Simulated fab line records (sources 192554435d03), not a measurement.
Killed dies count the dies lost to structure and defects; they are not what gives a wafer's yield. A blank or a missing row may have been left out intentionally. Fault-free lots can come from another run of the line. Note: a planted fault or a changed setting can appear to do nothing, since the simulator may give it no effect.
fab line records	flow n5_finfet
record: lots: 6	wafers: 16	last_day: 17
route steps=1938 shown DUMMY_GATE@247 SPACER0@258 BEOL_M4@1111 PASSIVATION@1936
lots that met no fault: from a run of the same line without faults
start_h: start of the lot's first displayed wafer, in hours after the record's first day	wait_h: hours from the lot's prior step to this one	" the same as in the row above	L1.1+2: one row covering several wafers at once	- no value present, or no start provided	* or withheld: withheld	< > ~ a bound
route shown NAME@n: names a module that has steps shown in the file, with the first one's number in the route	usual: mean and standard deviation over wafers with no fault	same: alike in all rows	chamber/n: place in a boat	sites: each site's reading	_std_site: their standard deviation	_edge_site: mean of outer sites minus mean of inner sites	radius_mm: how far each site lies from the wafer's centre	mask NAME#n: copy n	behind: the tool/chamber that last shaped the wafer	hold: reason for holding the lot/hours on hold/outcome of the hold	device: names the non-switching transistor (n, p or np)	end of line: the tests these same wafers got at the end of their route	step lacking rows: just its recipe	killed: dies that structure and defects cost at the first sort, which is not the same as the wafer's yield	map: a wafer's dies, x killed, . not, _ none there
set.NAME: the setting as run; set.NAME@STEP: as run at that earlier step	model.NAME: the simulator's own value behind a step, which no gauge read
certain route steps with their lots: each step a table, each wafer a row
services: when a tool's chamber went out of use (start_h, in hours from the record's first day, below 0 if earlier), for how many hours, and the reason
== steps ==
step: N5_DUMMY_GATE_ETCH_23
recipe: chemistry: HBr/Cl2/O2	HBr_flow_sccm: 150	Cl2_flow_sccm: 80	O2_flow_sccm: 12	bias_w: 102	target_depth_a: 410	time_s: 22.3	target: poly-Si	mask_material: SiO2	pressure_mtorr: 10	icp_w: 800
usual: O2_flow_sccm: 12.00/0.037	chamber_pressure_mTorr: 10.000/0.0099	drypump_motor_current_A: 5.8/0.45	oes_product_au: 1.000/0.017	throttle_valve_pct: 37.09/0.3
same: time_s: 22.3
lot.wafer	tool	chamber	start_h	wait_h	O2_flow_sccm	chamber_pressure_mTorr	drypump_motor_current_A	oes_product_au	rf_hours_counter_h	throttle_valve_pct
L534.3	rie_si-02	0	46.09	0.0	11.99	10.009	5.8	1.006	107	37.24
L534.4	"	2	"	"	12.04	9.995	5.6	0.976	161	37.24
L534.6	"	3	"	"	11.98	9.996	6.4	1.019	-	37.17
L538.1	rie_si-02	3	72.42	0.0	11.93	10.003	6.5	1.014	81	37.20
L538.2	"	1	"	"	11.98	9.996	6.0	0.993	34	36.49
L538.5	"	0	"	"	11.98	10.002	5.8	0.995	-	37.25
L547.3	rie_si-01	3	126.30	0.0	11.94	9.995	6.3	0.975	2	37.22
L547.4	"	1	"	"	11.99	9.991	5.5	0.967	93	37.50
L548.4	rie_si-06	3	133.45	0.0	12.05	10.000	5.1	0.986	122	37.45
L548.6	"	0	"	"	11.99	9.990	5.6	1.023	-	36.78
L550.1	rie_si-01	3	142.44	0.0	11.96	9.991	6.4	0.992	3	37.20
L550.4	"	2	"	"	12.02	10.013	6.6	0.996	135	37.04
L550.5	"	1	"	"	12.02	9.998	5.5	0.971	-	37.49
L556.2	rie_si-01	3	179.48	0.0	11.99	10.004	6.3	0.995	3	37.20
L556.5	"	1	"	"	11.97	9.989	5.5	0.985	-	37.49
L556.6	"	0	"	"	11.94	10.019	5.3	1.011	-	36.83
step: N5_DUMMY_GATE_ETCH_44
recipe: chemistry: HBr/O2	over_etch_frac: 0.7	target_depth_a: 1275	stop_on: SiO2	ion_energy_ev: 60	bias_w: 20	target: poly-Si	mask_material: SiO2	pressure_mtorr: 20	icp_w: 400	HBr_flow_sccm: 120	O2_flow_sccm: 10
usual: O2_flow_sccm: 9.999/0.029	chamber_pressure_mTorr: 20.001/0.019	drypump_motor_current_A: 5.8/0.44	oes_product_au: 0.725/0.013	throttle_valve_pct: 18.40/0.2
lot.wafer	tool	chamber	start_h	wait_h	O2_flow_sccm	chamber_pressure_mTorr	drypump_motor_current_A	oes_product_au	rf_hours_counter_h	throttle_valve_pct
L534.3	rie_si-02	0	46.15	0.0	9.983	19.981	5.8	0.724	107	18.24
L534.4	"	2	"	"	10.041	20.020	5.7	0.735	161	18.51
L534.6	"	3	"	"	10.019	20.024	6.4	0.743	-	18.60
L538.1	rie_si-02	3	72.48	0.0	9.961	20.023	6.5	0.729	81	18.60
L538.2	"	1	"	"	9.972	20.020	5.9	0.740	34	18.10
L538.5	"	0	"	"	10.028	20.011	5.8	0.739	-	18.25
L547.3	rie_si-01	3	126.36	0.0	9.998	20.036	6.3	0.717	2	18.36
L547.4	"	1	"	"	10.017	20.029	5.5	0.719	93	18.65
L548.4	rie_si-06	3	133.51	0.0	10.019	20.008	5.1	0.719	122	18.51
L548.6	"	0	"	"	9.977	19.959	5.6	0.729	-	18.18
L550.1	rie_si-01	3	142.50	0.0	10.036	20.018	6.4	0.722	3	18.35
L550.4	"	2	"	"	10.077	19.987	6.6	0.714	135	18.51
L550.5	"	1	"	"	10.025	19.996	5.5	0.706	-	18.65
L556.2	rie_si-01	3	179.54	0.0	9.979	20.010	6.4	0.711	3	18.37
L556.5	"	1	"	"	9.974	19.989	5.5	0.703	-	18.65
L556.6	"	0	"	"	9.940	19.990	5.4	0.736	-	18.17
step: N5_DUMMY_GATE_CD_MEAS_24
recipe: target_cd_nm: 15
usual: cd_nm: 14.9/0.42
lot.wafer	tool	chamber	start_h	wait_h	cd_nm
L534.3	cd_sem-01	-	46.27	0.1	15.2
L534.4	"	-	"	"	15.0
L534.6	"	-	"	"	14.9
L538.1	cd_sem-03	-	72.59	0.1	15.5
L538.2	"	-	"	"	14.9
L538.5	"	-	"	"	15.5
L547.3	cd_sem-01	-	126.47	0.1	14.7
L547.4	"	-	"	"	15.1
L548.4	cd_sem-02	-	133.63	0.1	15.1
L548.6	"	-	"	"	14.7
L550.1	cd_sem-03	-	142.61	0.1	14.1
L550.4	"	-	"	"	14.5
L550.5	"	-	"	"	14.2
L556.2	cd_sem-01	-	179.65	0.1	15.2
L556.5	"	-	"	"	14.9
L556.6	"	-	"	"	14.5
step: N5_DUMMY_GATE_ETCH_42
recipe: chemistry: CHF3/O2	target: SiO2	target_depth_a: 35	time_s: 31	ion_energy_ev: 30	bias_w: 12	pressure_mtorr: 30	source_w: 600	Ar_flow_sccm: 200	CHF3_flow_sccm: 50	O2_flow_sccm: 5
step: N5_DUMMY_GATE_STRIP_48
recipe: chemistry: N2/H2	time_s: 20	power_w: 100	temp_c: 40	pressure_mtorr: 100	rf_frequency_hz: 6e+07	bias_power_w: 3	n2_flow_sccm: 300	h2_flow_sccm: 300
usual: bias_power_w: 3.000/0.0084	chamber_pressure_mTorr: 100.01/0.09	drypump_motor_current_A: 5.2/0.48	oes_product_au: 0.77/0.094	rf_vpp_V: 45.2/0.79	showerhead_plenum_p_Torr: 3.35/0.12	temp_c: 39.99/0.096	throttle_valve_pct: 12.3/0.3
same: time_s: 20
lot.wafer	tool	chamber	start_h	wait_h	bias_power_w	chamber_pressure_mTorr	drypump_motor_current_A	oes_product_au	rf_hours_counter_h	rf_vpp_V	showerhead_plenum_p_Torr	temp_c	throttle_valve_pct
L534.3	rie_diel-06	2	46.36	0.0	2.990	100.07	4.7	0.71	214	44.4	3.21	40.00	12.6
L534.4	"	2	"	"	3.002	100.13	4.7	0.71	-	45.1	3.21	40.04	12.6
L534.6	"	0	"	"	3.009	100.14	4.8	0.78	-	45.3	3.24	39.95	12.3
L538.1	rie_diel-06	3	72.70	0.0	2.984	100.03	4.8	0.72	178	45.6	3.51	39.84	12.3
L538.2	"	2	"	"	3.010	100.07	4.7	0.71	221	43.9	3.21	40.03	12.6
L538.5	"	3	"	"	2.985	99.92	4.8	0.72	-	45.7	3.51	39.98	12.3
L547.3	rie_diel-04	1	126.76	0.0	2.993	100.16	5.4	0.76	142	45.4	3.40	40.27	12.3
L547.4	"	3	"	"	3.005	99.94	5.9	0.74	191	44.5	3.47	39.83	12.6
L548.4	rie_diel-06	1	133.78	0.0	2.992	99.95	5.8	0.95	6	44.6	3.30	39.74	11.8
L548.6	"	0	"	"	2.999	99.93	4.8	0.75	-	45.5	3.23	39.93	12.4
L550.1	rie_diel-04	0	142.71	0.0	2.997	99.89	5.6	0.97	13	43.7	3.44	39.93	11.7
L550.4	"	1	"	"	2.996	99.90	5.4	0.76	147	44.6	3.39	39.94	12.3
L550.5	"	2	"	"	3.002	100.15	5.2	0.90	-	44.4	3.45	40.20	11.9
L556.2	rie_diel-06	0	179.97	0.0	3.014	99.87	4.8	0.74	197	44.1	3.22	39.96	12.4
L556.5	"	0	"	"	2.991	100.00	4.8	0.74	-	45.2	3.22	40.10	12.4
L556.6	"	3	"	"	3.010	100.02	4.8	0.69	-	45.5	3.49	40.04	12.4
step: N5_DUMMY_GATE_PRECLEAN_33
recipe: chemistry: dHF	time_s: 10	dilution: 750:1	temp_c: 25
step: N5_DUMMY_GATE_PRECLEAN_25
recipe: chemistry: O3/DIW	time_s: 45	temp_c: 22	o3_ppm: 10
step: N5_DUMMY_GATE_PRECLEAN_51
recipe: chemistry: SC2	time_s: 45	temp_c: 35	mix: 1:1:50
step: N5_DUMMY_GATE_SRD_26
recipe: dry: ipa_marangoni	time_s: 30	temp_c: 23	rinse_liquid: diw
step: N5_DUMMY_GATE_UV_OZONE_45
recipe: time_s: 120	pressure_torr: 760	temp_c: 25
step: N5_DUMMY_GATE_INSPECT_27
recipe: inspect_instrument: brightfield	mode: aei
usual: raw_defect_count: 325/85
lot.wafer	tool	chamber	start_h	wait_h	raw_defect_count
L534.3	defect_inspect-01	-	46.57	0.0	278
L534.4	"	-	"	"	395
L534.6	"	-	"	"	368
L538.1	defect_inspect-02	-	72.90	0.0	328
L538.2	"	-	"	"	322
L538.5	"	-	"	"	337
L547.3	defect_inspect-01	-	126.94	0.0	445
L547.4	"	-	"	"	315
L548.4	defect_inspect-01	-	133.97	0.0	349
L548.6	"	-	"	"	527
L550.1	defect_inspect-01	-	142.89	0.0	256
L550.4	"	-	"	"	316
L550.5	"	-	"	"	444
L556.2	defect_inspect-01	-	180.16	0.0	337
L556.5	"	-	"	"	335
L556.6	"	-	"	"	404
step: N5_SPACER0_ALD_07
recipe: material: SiNx	target_thk_a: 20	temp_c: 400	ald_precursor_family: SiH2I2	ald_co_reactant: N2/H2-plasma	pressure_torr: 2
usual: chamber_pressure_Torr: 2.000/0.0045	heater_power_w: 832/78
lot.wafer	tool	chamber	start_h	wait_h	chamber_pressure_Torr	heater_power_w
L534.3	ald_sin-01	2	46.96	0.4	2.001	644
L534.4	"	3	"	"	2.000	744
L534.6	"	2	"	"	2.007	658
L538.1	ald_sin-03	2	72.94	0.0	1.999	752
L538.2	"	1	"	"	2.002	880
L538.5	"	2	"	"	2.000	756
L547.3	ald_sin-03	0	126.98	0.0	2.000	934
L547.4	"	3	"	"	1.998	894
L548.4	ald_sin-03	1	134.08	0.1	2.004	869
L548.6	"	2	"	"	2.005	760
L550.1	ald_sin-02	2	142.93	0.0	1.998	840
L550.4	"	3	"	"	1.995	883
L550.5	"	2	"	"	1.998	854
L556.2	ald_sin-02	0	180.19	0.0	2.002	775
L556.5	"	1	"	"	1.987	808
L556.6	"	0	"	"	2.006	801
step: N5_SPACER0_ALD_00
recipe: material: SiOCN	target_thk_a: 35	temp_c: 400	ald_precursor_family: alkyl-aminosilane	ald_co_reactant: O2/N2-plasma	pulse_time_s: 3	purge_time_s: 2	co_reactant_purge_time_s: 2	ald_cycles: 58	pressure_torr: 2
usual: ald_cycles: 58/0	chamber_pressure_Torr: 2.000/0.0042	heater_power_w: 830/78	precursor_pulse_height_rel: 1.000/0.019
lot.wafer	tool	chamber	start_h	wait_h	ald_cycles	chamber_pressure_Torr	heater_power_w	precursor_pulse_height_rel
L534.3	ald_sin-01	2	47.11	0.1	58	1.999	648	1.037
L534.4	"	3	"	"	58	1.998	725	0.981
L534.6	"	2	"	"	58	1.997	651	0.989
L538.1	ald_sin-03	2	73.09	0.1	58	2.003	734	1.003
L538.2	"	1	"	"	58	1.994	879	0.977
L538.5	"	2	"	"	58	2.003	733	0.986
L547.3	ald_sin-03	0	127.13	0.1	61	2.011	931	0.964
L547.4	"	3	"	"	58	2.008	882	0.998
L548.4	ald_sin-03	1	134.29	0.1	58	2.002	884	0.968
L548.6	"	2	"	"	61	2.002	739	0.976
L550.1	ald_sin-02	2	143.08	0.1	58	2.007	855	1.019
L550.4	"	3	"	"	58	1.997	871	1.010
L550.5	"	2	"	"	58	2.000	858	1.013
L556.2	ald_sin-02	0	180.34	0.1	58	2.001	808	1.018
L556.5	"	1	"	"	58	2.001	802	0.965
L556.6	"	0	"	"	58	1.999	804	0.992
step: N5_SPACER0_ALD_08
recipe: material: SiNx	target_thk_a: 20	temp_c: 400	ald_precursor_family: SiH2I2	ald_co_reactant: N2/H2-plasma	pressure_torr: 2
usual: chamber_pressure_Torr: 2.000/0.0044	heater_power_w: 831/78
lot.wafer	tool	chamber	start_h	wait_h	chamber_pressure_Torr	heater_power_w
L534.3	ald_sin-01	2	47.37	0.1	1.998	678
L534.4	"	3	"	"	1.996	735
L534.6	"	2	"	"	2.000	642
L538.1	ald_sin-03	2	73.35	0.1	2.005	737
L538.2	"	1	"	"	1.997	878
L538.5	"	2	"	"	2.000	749
L547.3	ald_sin-03	0	127.39	0.1	2.003	909
L547.4	"	3	"	"	2.006	861
L548.4	ald_sin-03	1	134.48	0.1	1.995	840
L548.6	"	2	"	"	1.998	745
L550.1	ald_sin-02	2	143.34	0.1	1.996	824
L550.4	"	3	"	"	2.001	914
L550.5	"	2	"	"	1.992	856
L556.2	ald_sin-02	0	180.60	0.1	1.996	795
L556.5	"	1	"	"	2.001	809
L556.6	"	0	"	"	2.001	781
step: N5_BEOL_M4_RC_MEAS_101
usual: DIBL_N: 36.9/1.6	DIBL_P: 37.1/2	IOFF_N: 0.17/0.032	IOFF_P: 0.22/0.036	ION_N: 674/12	ION_P: 463/7.8	SS_N: 71.7/0.63	SS_P: 73.5/0.62	VT_N: 249/3.3	VT_P: -250/3.5
lot.wafer	tool	chamber	start_h	wait_h	DIBL_N[mV/V]	DIBL_P[mV/V]	IOFF_N[nA/um]	IOFF_P[nA/um]	ION_N[uA/um]	ION_P[uA/um]	SS_N[mV/dec]	SS_P[mV/dec]	VT_N[mV]	VT_P[mV]
L534.3	prober-01	0	179.99	0.3	37.1	37.8	0.19	0.25	686	468	71.6	73.9	247	-250
L534.4	"	0	"	"	36.9	36.9	0.18	0.22	678	458	72.9	73.6	246	-251
L534.6	"	0	"	"	37.0	37.2	0.17	0.23	679	465	71.6	73.4	248	-250
L538.1	prober-01	0	205.84	0.0	35.4	35.0	0.14	0.18	655	448	71.4	72.8	253	-253
L538.2	"	0	"	"	37.2	38.6	0.18	0.23	686	468	71.6	74.1	247	-251
L538.5	"	0	"	"	36.2	37.7	0.15	0.22	664	462	71.0	73.6	249	-253
L547.3	prober-01	0	242.07	0.3	35.8	35.5	0.14	0.18	660	451	71.5	73.0	253	-253
L547.4	"	0	"	"	37.7	37.3	0.18	0.23	670	458	72.3	73.4	248	-253
L548.4	prober-02	0	272.70	0.5	34.6	34.5	0.12	0.18	653	456	70.9	73.5	254	-253
L548.6	"	0	"	"	35.4	35.0	0.12	0.17	653	445	71.2	73.1	255	-256
L550.1	prober-01	0	275.38	0.0	38.6	40.8	0.22	0.26	691	464	72.4	74.4	244	-247
L550.4	"	0	"	"	36.2	37.5	0.16	0.22	671	463	72.7	73.4	251	-250
L550.5	"	0	"	"	39.0	42.0	0.25	0.31	692	473	72.6	75.1	245	-248
L556.2	prober-01	0	302.28	0.2	35.2	34.0	0.14	0.24	670	467	71.5	73.5	250	-246
L556.5	"	0	"	"	37.1	35.2	0.17	0.25	688	475	71.8	73.7	250	-246
L556.6	"	0	"	"	37.9	35.5	0.19	0.26	680	469	72.2	73.1	246	-245
step: N5_PASSIVATION_PROBE_49
usual: defect_limited_yield: 90.9/1.6	killed_at_M0_to_M3: 34/11	killed_at_M4_up: 14/5.7	killed_at_contacts: 13/6.5	killed_at_front_end: 43/11	killed_at_other: 4/3.1	killed_dies: 107/19	killed_open: 71/14	killed_short: 35/7.9	sort_bin_5_function: 5.3/1.1	sort_bin_6_memory: 3.4/0.74	sort_n_pass: 1073/19	sort_yield_pct: 90.9/1.6
same: gross_dies: 1180	killed_at_back_side: 0	sort_bin_4_leakage[%]: 0	sort_bin_8_speed[%]: 0
lot.wafer	tool	chamber	start_h	wait_h	defect_limited_yield[%]	killed_at_M0_to_M3	killed_at_M4_up	killed_at_contacts	killed_at_front_end	killed_at_other	killed_dies	killed_open	killed_short	sort_bin_5_function[%]	sort_bin_6_memory[%]	sort_n_pass	sort_yield_pct[%]
L547.3	prober-02	-	350.02	0.1	90.7	37	16	13	40	4	110	82	28	5.0	4.2	1070	90.7
L547.4	prober-02	-	350.07	0.2	92.5	26	14	11	33	4	88	64	23	4.4	2.6	1092	92.5
killed by level:class
L547.3 STI_FIN_REVEAL:geometric_particle:open=13 MOL_CONTACT_COAG:geometric_particle:open=13 BEOL_M1:geometric_particle:open=9 BEOL_M0_SAQP:geometric_particle:short=7 FIN_SAQP:geometric_particle:open=6 BEOL_M0:geometric_particle:open=5 BEOL_M2:geometric_particle:open=5 BEOL_M4:geometric_particle:open=5
L547.4 MOL_CONTACT_COAG:geometric_particle:open=10 FIN_SAQP:geometric_particle:open=8 BEOL_M2:geometric_particle:open=8 STI_FIN_REVEAL:geometric_particle:open=6 DUMMY_GATE:geometric_particle:open=6 BEOL_M3:geometric_particle:open=6 BEOL_M1:geometric_particle:open=3 BEOL_M4:geometric_particle:open=3
== services ==
tool	chamber	start_h	hours	kind
rie_si-06	-	27.40	14.6	pm
rie_diel-04	0	29.21	6.5	repair
ald_sin-03	0	39.78	16.9	repair
rie_diel-06	1	42.30	6.0	repair
rie_si-06	3	56.47	4.6	repair
rie_si-06	1	65.12	9.8	repair
rie_diel-06	2	81.75	4.3	repair
rie_si-06	1	90.46	8.0	repair
rie_si-02	3	93.22	6.7	repair
ald_sin-03	-	102.03	0.7	repair
rie_diel-06	1	102.57	-	clean
rie_diel-06	1	102.57	-	consumable_replace:focus_ring
rie_diel-06	1	102.57	14.9	scheduled_down
rie_diel-04	0	102.72	19.0	repair
rie_si-02	0	113.36	7.3	repair
ald_sin-02	3	122.39	10.8	repair
ald_sin-03	3	131.97	21.6	repair
rie_si-06	-	137.06	0.6	repair
ald_sin-01	-	152.16	0.5	repair
ald_sin-03	-	177.74	14.0	pm
ald_sin-03	0	177.74	14.0	vent_cycle
ald_sin-03	1	177.74	14.0	vent_cycle
ald_sin-03	2	177.74	14.0	vent_cycle
ald_sin-03	3	177.74	14.0	vent_cycle
== key ==
first_sign: step: N5_SPACER0_ALD_00	reading: ald_cycles	direction: up	sigmas: 99+	usual: *	struck: *
effect none on later readings
met_at N5_SPACER0_ALD_00
struck_wafers L547.3,L548.6
onset_between 73.09 127.13
fault: kind: process_parameter_drift	tool: ald_sin-03	chamber: -	onset_h: 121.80	steps: N5_SPACER0_ALD_00	channel: ald_cycles	offset: *	shape: step	end_h: 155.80	scope: struck_wafers_only	acts_in: *	stated: *
